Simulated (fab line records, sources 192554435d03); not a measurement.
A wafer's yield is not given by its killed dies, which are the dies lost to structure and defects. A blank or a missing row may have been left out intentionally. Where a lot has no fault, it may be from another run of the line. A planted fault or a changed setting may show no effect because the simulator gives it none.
Which tool is to blame? | flow n5-finfet | 9 lots, 26 wafers sampled, at 5 steps of a route of 1938

## WHAT THE GAUGES READ, wafer by wafer
N5_BEOL_M4_RC_MEAS_101.
lot  | measured     | on        | CJ_N           | CJ_P           | DIBL_N (mV/V)  | DIBL_P (mV/V)  | IOFF_N (nA/um)    | IOFF_P (nA/um) | ION_N (uA/um) | ION_P (uA/um) | RS_NWELL (ohm/sq) | RS_PWELL (ohm/sq) | SS_N (mV/dec)  | SS_P (mV/dec)  | VT_N (mV)   | VT_P (mV)
L840 | day 8 04:01  | prober-02 | 4.35 4.29 4.28 | 5.66 5.46 5.65 | 37.7 35.8 35.6 | 37.6 35.2 36.1 | 0.168 0.146 0.145 | 0.25 0.20 0.22 | 681 669 672   | 470 463 472   | 1036 1026 1042    | 2963 2985 3017    | 71.9 71.5 71.4 | 73.4 73.2 72.5 | 250 250 251 | -247 -248 -248
L845 | day 9 10:22  | prober-02 | 4.29 4.37 4.25 | 5.96 5.58 5.98 | 36.1 36.7 36.1 | 34.1 34.2 35.3 | 0.143 0.153 0.155 | 0.20 0.20 0.22 | 678 659 664   | 465 449 461   | 1035 1040 1042    | 3005 3005 3025    | 71.3 71.6 70.4 | 73.3 73.1 73.9 | 251 249 248 | -249 -247 -247
L853 | day 11 04:14 | prober-02 | 3.37 3.53 3.44 | 4.56 4.80 4.56 | 34.3 34.7 35.1 | 33.3 33.8 34.2 | 0.123 0.140 0.133 | 0.18 0.20 0.19 | 661 658 668   | 462 457 456   | 1016 1025 1015    | 2810 2841 2824    | 71.2 71.1 71.9 | 73.1 73.1 73.3 | 251 251 253 | -252 -251 -251
L854 | day 11 06:28 | prober-01 | 3.50 3.48 3.51 | 4.90 4.86 4.93 | 35.3 36.1 36.4 | 35.0 35.8 36.9 | 0.148 0.153 0.176 | 0.20 0.21 0.23 | 680 670 681   | 465 466 468   | 1028 1023 1014    | 2813 2820 2876    | 71.8 72.0 72.1 | 73.0 73.2 73.9 | 249 252 247 | -252 -250 -248
L855 | day 11 21:38 | prober-02 | 3.43 3.48 3.52 | 4.89 4.73 4.91 | 35.6 39.3 36.3 | 36.6 40.4 36.3 | 0.150 0.217 0.153 | 0.21 0.28 0.22 | 678 690 661   | 463 477 458   | 1018 1021 1012    | 2865 2830 2870    | 71.7 72.5 72.1 | 73.6 74.1 73.1 | 250 245 250 | -251 -246 -250
L858 | day 12 07:54 | prober-02 | 4.39 4.32 4.32 | 5.72 5.97 5.63 | 35.5 34.3 34.1 | 37.1 37.2 36.0 | 0.182 0.175 0.154 | 0.24 0.24 0.21 | 682 694 675   | 460 471 460   | 1044 1028 1041    | 2993 2957 2963    | 71.9 71.1 71.2 | 73.3 72.5 72.7 | 247 245 250 | -247 -250 -248
L860 | day 13 01:29 | prober-01 | 4.26 4.24 4.34 | 5.75 5.56 5.81 | 34.0 33.5 34.8 | 34.4 34.2 36.0 | 0.141 0.127 0.159 | 0.21 0.20 0.24 | 664 648 689   | 463 457 473   | 1036 1033 1046    | 3030 3024 3034    | 72.0 70.8 71.4 | 73.1 72.4 73.4 | 252 253 249 | -247 -247 -246
L862 | day 13 15:20 | prober-01 | 4.29 4.30 4.33 | 5.65 5.76 5.52 | 36.0 35.9 35.4 | 35.4 35.9 35.1 | 0.146 0.154 0.144 | 0.22 0.23 0.21 | 676 678 693   | 467 466 468   | 1038 1049 1042    | 3013 3011 3044    | 71.5 71.8 71.3 | 73.1 73.0 72.4 | 251 246 251 | -249 -248 -248
L863 | day 14 09:00 | prober-02 | 4.29 4.30      | 5.76 5.60      | 35.6 35.0      | 35.7 34.9      | 0.151 0.137       | 0.21 0.19      | 666 675       | 465 472       | 1040 1037         | 2944 2977         | 71.9 71.3      | 73.4 72.8      | 251 256     | -251 -253

## WHAT TOOL EACH LOT RAN ON (gives the tool, then ch and the chambers of the sampled wafers, and finally the start)
lot  | N5_ZERO_LAYER_PECVD_02         | N5_ZERO_LAYER_STRIP_24              | N5_PMOS_HMC_CHANNEL_EPI_STRIP_33  | N5_PMOS_HMC_CHANNEL_EPI_EPI_26
L840 | pecvd-04 ch 1,2, day 1 12:17   | plasma-asher-02 ch 0,1, day 1 13:02 | rie-diel-06 ch 0,1,2, day 1 17:14 | epi-rpcvd-04 ch 0, day 1 19:31
L845 | pecvd-01 ch 0,1, day 2 18:28   | plasma-asher-01 ch 0,1, day 2 19:13 | rie-diel-06 ch 1,3, day 3 00:13   | epi-rpcvd-04 ch 0, day 3 03:13
L853 | pecvd-04 ch 0,1,2, day 4 18:18 | plasma-asher-02 ch 0,1, day 4 19:30 | rie-diel-05 ch 0,1,2, day 4 23:57 | epi-rpcvd-04 ch 0, day 5 02:12
L854 | pecvd-04 ch 0,1,2, day 5 00:17 | plasma-asher-01 ch 0,1, day 5 00:53 | rie-diel-01 ch 1,2, day 5 05:48   | epi-rpcvd-01 ch 0, day 5 08:06
L855 | pecvd-04 ch 0,1,2, day 5 06:17 | plasma-asher-02 ch 0,1, day 5 06:53 | rie-diel-05 ch 0,1,2, day 5 11:23 | epi-rpcvd-02 ch 0, day 5 14:01
L858 | pecvd-04 ch 0,1,2, day 6 00:19 | plasma-asher-02 ch 0,1, day 6 00:55 | rie-diel-06 ch 1,2, day 6 05:23   | epi-rpcvd-04 ch 0, day 6 07:52
L860 | pecvd-01 ch 1,2, day 6 12:17   | plasma-asher-01 ch 0,1, day 6 12:55 | rie-diel-01 ch 1,2, day 6 17:48   | epi-rpcvd-04 ch 0, day 6 20:08
L862 | pecvd-03 ch 0,1,2, day 7 00:17 | plasma-asher-01 ch 0,1, day 7 00:53 | rie-diel-05 ch 0,1,3, day 7 06:16 | epi-rpcvd-04 ch 0, day 7 08:31
L863 | pecvd-01 ch 1,2, day 7 06:17   | plasma-asher-02 ch 0,1, day 7 07:01 | rie-diel-05 ch 1,3, day 7 11:29   | epi-rpcvd-04 ch 0, day 7 13:44
- N5_ZERO_LAYER_PECVD_02: deposits SiO2 from SiH4/N2O, target thk 10 nm, time 6 s.
- N5_ZERO_LAYER_STRIP_24: strips in O2.
- N5_PMOS_HMC_CHANNEL_EPI_STRIP_33: strips in N2/H2.
- N5_PMOS_HMC_CHANNEL_EPI_EPI_26: deposits Si from SiH4/H2, target thk 3.8 nm, time 22.7 s.

## WHAT THE TOOLS THEMSELVES READ (means of the sampled wafers that have a number; where no wafer has one, the mark that the record gives instead)
N5_ZERO_LAYER_PECVD_02.
lot  | tool     | chamber-pressure-Torr (Torr) | heater-power-outer-w (W) | heater-power-w (W) | showerhead-plenum-p-Torr (Torr) | showerhead-vpp-V (V)
L840 | pecvd-04 | 0.7480                       | 438                      | 700                | 8.01                            | 1018
L845 | pecvd-01 | 0.7500                       | 436                      | 697                | 8.32                            | 1002
L853 | pecvd-04 | -                            | -                        | -                  | -                               | -
L854 | pecvd-04 | -                            | -                        | -                  | -                               | -
L855 | pecvd-04 | -                            | -                        | -                  | -                               | -
L858 | pecvd-04 | 0.7509                       | 495                      | 789                | 8.05                            | 995
L860 | pecvd-01 | 0.7493                       | 422                      | 691                | 8.28                            | 999
L862 | pecvd-03 | 0.7503                       | 466                      | 786                | 8.20                            | 1079
L863 | pecvd-01 | 0.7506                       | 444                      | 729                | 8.29                            | 1008

N5_ZERO_LAYER_STRIP_24.
lot  | tool            | drypump-motor-current-A (A) | heater-power-w (W) | oes-product-au (a.u.) | strip-time-to-endpoint-s (s) | temp-c (C)
L840 | plasma-asher-02 | 5.5                         | 365                | 0.647                 | 43.66                        | 250.07
L845 | plasma-asher-01 | 5.4                         | 373                | 0.649                 | 43.87                        | 250.04
L853 | plasma-asher-02 | 5.6                         | 380                | 0.648                 | 43.68                        | 249.91
L854 | plasma-asher-01 | 5.5                         | 377                | 0.647                 | 43.84                        | 249.95
L855 | plasma-asher-02 | 5.5                         | 364                | 0.648                 | 43.99                        | 249.86
L858 | plasma-asher-02 | 5.5                         | 374                | 0.643                 | 43.79                        | 249.72
L860 | plasma-asher-01 | 5.5                         | 375                | 0.641                 | 43.87                        | 250.00
L862 | plasma-asher-01 | 5.5                         | 375                | 0.644                 | 43.87                        | 250.06
L863 | plasma-asher-02 | 5.5                         | 370                | 0.644                 | 43.85                        | 249.95

N5_PMOS_HMC_CHANNEL_EPI_STRIP_33.
lot  | tool        | drypump-motor-current-A (A) | oes-product-au (a.u.) | power-w (W) | rf-vpp-V (V) | showerhead-plenum-p-Torr (Torr) | temp-c (C) | throttle-valve-pct (%)
L840 | rie-diel-06 | 5.56                        | 0.74                  | 499.2       | 55.9         | 3.44                            | 39.93      | 18.8
L845 | rie-diel-06 | 5.32                        | 0.77                  | 500.6       | 54.1         | 3.40                            | 39.99      | 18.9
L853 | rie-diel-05 | 5.65                        | 0.83                  | 499.3       | 52.9         | 3.46                            | 40.03      | 19.1
L854 | rie-diel-01 | 5.50                        | 0.70                  | 501.5       | 54.6         | 3.38                            | 40.14      | 19.3
L855 | rie-diel-05 | 5.64                        | 0.83                  | 501.9       | 53.2         | 3.46                            | 39.92      | 19.1
L858 | rie-diel-06 | 5.38                        | 0.69                  | 499.6       | 54.6         | 3.40                            | 40.02      | 18.7
L860 | rie-diel-01 | 5.51                        | 0.69                  | 500.3       | 54.6         | 3.38                            | 40.04      | 19.3
L862 | rie-diel-05 | 5.63                        | 0.77                  | 499.8       | 52.8         | 3.41                            | 39.97      | 18.9
L863 | rie-diel-05 | 5.42                        | 0.76                  | 499.1       | 53.4         | 3.37                            | 39.97      | 18.8

N5_PMOS_HMC_CHANNEL_EPI_EPI_26.
lot  | tool         | susceptor_temp_C_max | throttle-valve-pct (%)
L840 | epi-rpcvd-04 | 650.5                | 10.9
L845 | epi-rpcvd-04 | 651.1                | 10.8
L853 | epi-rpcvd-04 | 650.9                | 10.8
L854 | epi-rpcvd-01 | 651.0                | 11.5
L855 | epi-rpcvd-02 | 651.2                | 11.7
L858 | epi-rpcvd-04 | 651.2                | 11.0
L860 | epi-rpcvd-04 | 650.7                | 11.0
L862 | epi-rpcvd-04 | 651.3                | 11.2
L863 | epi-rpcvd-04 | 651.0                | 11.2

## THE ANSWER, worked out from the rows above alone
Rule: the usual values come from the lots themselves. The widest of any qualifying gaps counts: lots, ordered by their means at a reading, are off when they make up no more than a third of the lots, leave a main group of 4 or more, and stand apart from it by 3 or more times the standard deviation of that group's means. If all means in a main group match to the digits the tables above print for the reading, that group is not used. Also off: a lot with no number at a reading for which 4 or more lots have one. The other lots that the step has rows for count as sound. After the gauges, taken in route order, come the tools' own readings; for these a lot's mean is taken, as printed above. At the first step where some lot is off, the reading lying furthest off is the one used; lots without a number count as furthest.
Off: at N5_BEOL_M4_RC_MEAS_101 (CJ_N), L853, L854, L855. The main group: mean 4.31, standard deviation 0.019.
If a tool, at a process step before that reading, ran all the lots that are off and no sound lot after the first of them, it fits. Not tried: the gauges at N5_BEOL_M4_RC_MEAS_101; whatever is off there is also off at N5_ZERO_LAYER_PECVD_02, on other tools, and gauge error can't account for it. No candidate that was tried fits.

## WHAT THE SIMULATOR HAD PUT IN
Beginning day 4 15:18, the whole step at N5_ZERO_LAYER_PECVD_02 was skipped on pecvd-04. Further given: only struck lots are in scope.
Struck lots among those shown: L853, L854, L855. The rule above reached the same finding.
